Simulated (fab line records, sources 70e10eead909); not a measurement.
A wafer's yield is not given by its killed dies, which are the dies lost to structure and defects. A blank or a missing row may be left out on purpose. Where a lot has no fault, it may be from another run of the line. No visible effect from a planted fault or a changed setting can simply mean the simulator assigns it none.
Comparing a struck lot with a sound one | flow nand_harc | 16 steps out of a route of 1302
Sound: wafers L354.1, L354.3, L354.6. Wafers L358.2, L358.3, L358.6 were the ones struck. Last of all comes the cause.
Per side, at each step with rows, come the tool, then ch with its chambers, and then its first start. Under that, the readings that differ: sound wafers | struck wafers | difference of the means | sigmas: that difference in standard deviations of wafers without a fault.
alike: same words and numbers on both sides, and readings whose means sit less than 2 such deviations apart. not compared: any withheld reading, any reading some wafer has no value for, any bound like >300 that may hide the same value, and any number with overlapping values for which the record gives no deviation.
Wherever a step has rows on one side only, a row that says differs or no value, or a row with sigmas, the two part there. Numbers that have no deviation but don't overlap get no sigmas and don't part them. Lack of a reading on every wafer of one side parts them only where that side has two or more wafers.

NHARC_A_DECK1_JOINT_INSPECT_05:
  sound on defect_inspect-02, day 13 08:39; struck on defect_inspect-01, day 14 23:23
  alike: raw_defect_count
then, 1 step without rows for these wafers: NHARC_A_ONON_D2_DEP_00 (target thk 1000 nm).
NHARC_A_ONON_D2_THK_MEAS_02: measures by ellipsometry.
  sound on film_metro-01, day 13 09:14; struck on film_metro-02, day 14 23:58
  alike: thk_nm
then, 1 step without rows for these wafers: NHARC_A_ONON_D2_DEP_03 (target thk 1000 nm).
NHARC_A_ONON_D2_THK_MEAS_05: measures by ellipsometry.
  sound on film_metro-02, day 13 09:47; struck on film_metro-01, day 15 00:32
  alike: thk_nm
then, 1 step without rows for these wafers: NHARC_A_ONON_D2_DEP_06 (target thk 1000 nm).
NHARC_A_ONON_D2_THK_MEAS_08: measures by ellipsometry.
  sound on film_metro-02, day 13 10:22; struck on film_metro-02, day 15 01:05
  alike: thk_nm
then, 1 step without rows for these wafers: NHARC_A_ONON_D2_DEP_09 (target thk 1000 nm).
NHARC_A_ONON_D2_THK_MEAS_11: measures by ellipsometry.
  sound on film_metro-02, day 13 10:55; struck on film_metro-02, day 15 01:40
  alike: thk_nm
then, 1 step without rows for these wafers: NHARC_A_ONON_D2_DEP_12 (target thk 1000 nm).
NHARC_A_ONON_D2_THK_MEAS_14: measures by ellipsometry.
  sound on film_metro-02, day 13 11:29; struck on film_metro-01, day 15 02:14
  alike: thk_nm
then, 1 step without rows for these wafers: NHARC_A_ONON_D2_ANNEAL_15 (time 3600 s).
NHARC_A_ONON_D2_DEP_16: target thk 1000 nm.
  sound on pecvd_onon-03 ch 0, day 13 19:04; struck on pecvd_onon-03 ch 0, day 15 09:17
  alike: sih4_flow_sccm
NHARC_A_ONON_D2_THK_MEAS_18: measures by ellipsometry.
  sound on film_metro-02, day 13 19:34; struck on film_metro-01, day 15 09:44
  reading     | sound          | struck         | difference | sigmas
  thk_nm (nm) | 1005 1006 1004 | 1512 1516 1514 | +509       | +57
then, 1 step without rows for these wafers: NHARC_A_ONON_D2_DEP_19 (target thk 1000 nm).
-- record jumps: 12 days between struck wafers' starts before vs after; left off in module A_ONON_D2, resumes in module END, first step shown is number 1302 of the route --
NHARC_END_SORT_01:
  only the struck wafers appear in the record here, on prober-01 ch 0 at day 27 06:27; the sound ones have no rows

== WHERE THEY PART ==
At NHARC_A_ONON_D2_THK_MEAS_18 first; at NHARC_END_SORT_01 last (within this record only).

WHY: whatever the simulator had introduced
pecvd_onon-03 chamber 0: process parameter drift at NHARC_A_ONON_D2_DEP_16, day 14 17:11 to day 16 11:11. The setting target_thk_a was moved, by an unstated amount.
